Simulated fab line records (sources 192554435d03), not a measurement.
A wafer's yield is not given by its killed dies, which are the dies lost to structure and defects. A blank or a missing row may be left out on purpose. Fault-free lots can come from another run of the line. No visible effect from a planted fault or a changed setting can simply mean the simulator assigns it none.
A lot that was struck, set against a sound lot :: flow n5 finfet :: 19 out of 1938 route steps
Sound: the wafers L571.1, L571.3, L571.6. Struck: wafer L591.2. (L591.3, L591.4 of the same lot were not struck and are left out.) The cause comes at the end.
At each step with rows: each side's tool, then ch and its chambers, then its first start. Under that, the readings that differ: sound wafers :: struck wafers :: difference of the means :: sigmas: that difference in standard deviations of wafers without a fault.
alike: readings whose means differ by less than 2 such deviations, and words and numbers that are the same on both sides. not compared: withheld readings, readings that some wafer has no value for, bounds like >300 that may hide the same value, and numbers for which the record gives no deviation and whose values overlap.
A row with sigmas, a row that says differs or no value, or rows on one side alone: a step with any of these is where the two part. When numbers do not overlap yet have no deviation, they are printed without sigmas and do not part them. A reading missing from all wafers of one side parts the sides only when that side holds two or more wafers.

N5_BEOL_M3_INSPECT_30: inspects for defects (brightfield).
  sound: defect inspect-02 at day 7 09:50; struck: defect inspect-02 at day 12 10:00
  alike: raw defect count
N5_BEOL_M3_DESCUM_33: chemistry O2, time 7 s.
  sound on rie diel-02 ch 0,2, day 7 09:52; struck on rie diel-04 ch 1, day 12 10:05
  alike: drypump motor current A, oes product au, rf vpp V, showerhead plenum p Torr, throttle valve pct
  not compared: rf hours counter h
N5_BEOL_M3_ETCH_77: etches underlayer in N2/H2, target depth 6.5 nm, time 5.2 s.
  sound on rie diel-02 ch 0,2, day 7 09:54; struck on rie diel-04 ch 1, day 12 10:08
  alike: bias w, drypump motor current A, etch rf on time s, oes product au, rf vpp V, showerhead plenum p Torr, throttle valve pct
  not compared: rf hours counter h
then, 1 step without rows for these wafers: N5_BEOL_M3_ETCH_69 (etches SiARC in CF4, target depth 15.6 nm, time 26 s).
N5_BEOL_M3_ALD_98: deposits SiO2, target thk 2.5 nm, pulse time 1 s, co reactant pulse time 1 s.
  sound on ald sin-02 ch 1,2,3, day 7 10:00; struck on ald sin-03 ch 1, day 12 10:14
  alike: heater power w, precursor pulse height rel
N5_BEOL_M3_ETCHBACK_99: etches SiO2 in CHF3, target depth 5 nm, time 10.4 s.
  sound on rie diel-02 ch 0,2, day 7 11:03; struck on rie diel-02 ch 3, day 12 12:47
reading: throttle valve pct (%)
sound: 17.38 17.27 17.30
struck: 16.69
difference: -0.63
sigmas: -2
  alike: drypump motor current A, oes product au, rf vpp V, showerhead plenum p Torr
  not compared: rf hours counter h
then, 3 steps without rows for these wafers: N5_BEOL_M3_ETCH_70 (etches SOC in N2/H2, target depth 80 nm, overetch 16 nm, time 120 s); N5_BEOL_M3_STRIP_71 (strips in N2/H2); N5_BEOL_M3_STRIP_78 (strips in N2/H2).
N5_BEOL_M3_VIA_ETCH_34: etches the open film in C4F6/O2, target depth 69.4 nm, time 65.9 s.
  sound on rie diel-02 ch 0,2, day 7 11:11; struck on rie diel-02 ch 3, day 12 12:56
reading: throttle valve pct (%)
sound: 31.3 31.1 31.1
struck: 30.4
difference: -0.8
sigmas: -2
  alike: C4F6_flow_sccm, bias w, drypump motor current A, oes product au, rf vpp V, showerhead plenum p Torr
  not compared: rf hours counter h
then, 2 steps without rows for these wafers: N5_BEOL_M3_STRIP_83 (strips in C4F6/O2); N5_BEOL_M3_STRIP_36 (strips in N2/H2).
N5_BEOL_M3_TRENCH_ETCH_37: etches SiOC in C4F6/O2, target depth 55.555 nm, time 29.2 s.
  sound on rie diel-02 ch 0,2, day 7 11:17; struck on rie diel-02 ch 3, day 12 13:02
reading: bias w (W)
sound: 184.3 185.0 185.3
struck: 145.7
difference: -39.2
sigmas: -83

reading: rf vpp V (V)
sound: 671 656 655
struck: 547
difference: -114
sigmas: -13

reading: throttle valve pct (%)
sound: 21.23 21.11 21.10
struck: 20.48
difference: -0.67
sigmas: -2

reading: model.etch.depth nm (nm)
sound: 56.47 54.95 54.7
struck: 52.18
difference: -3.19
sigmas: 

reading: model.BEOL_M3.feature depth nm (nm)
sound: 56.4 55 54.6
struck: 52.2
difference: -3.1
sigmas: 
  alike: C4F6_flow_sccm, drypump motor current A, oes product au, showerhead plenum p Torr
  not compared: rf hours counter h
then, 2 steps without rows for these wafers: N5_BEOL_M3_ETCH_41 (etches SiCN in CH3F/O2, target depth 29.9 nm, time 52.5 s); N5_BEOL_M3_STRIP_97 (strips in N2/H2, time 10 s).
N5_BEOL_M3_OCD_MEAS_38:
  sound: ocd-02 at day 7 11:26; struck: ocd-02 at day 12 13:11
reading: trench depth nm (nm)
sound: 56.3 55.0 55.1
struck: 52.5
difference: -3.0
sigmas: -3
then, 1 step without rows for these wafers: N5_BEOL_M3_HM_STRIP_39 (strips TiN in peroxide tin strip, target depth 25 nm, time 158 s).
N5_BEOL_M4_RC_MEAS_101:
  sound on prober-01 ch 0, day 8 01:53; struck on prober-01 ch 0, day 13 05:08
  alike: DIBL_N, DIBL_P, IOFF_N, IOFF_P, ION_N, ION_P, SS_N, SS_P, VT_N, VT_P
N5_PASSIVATION_PROBE_49:
  rows exist in the record for the sound wafers here (prober-02, day 12 19:25), none for the struck ones

== WHERE THEY PART ==
Earliest at N5_BEOL_M3_ETCHBACK_99; latest, in this record, at N5_PASSIVATION_PROBE_49.

WHY: what had been put in by the simulator
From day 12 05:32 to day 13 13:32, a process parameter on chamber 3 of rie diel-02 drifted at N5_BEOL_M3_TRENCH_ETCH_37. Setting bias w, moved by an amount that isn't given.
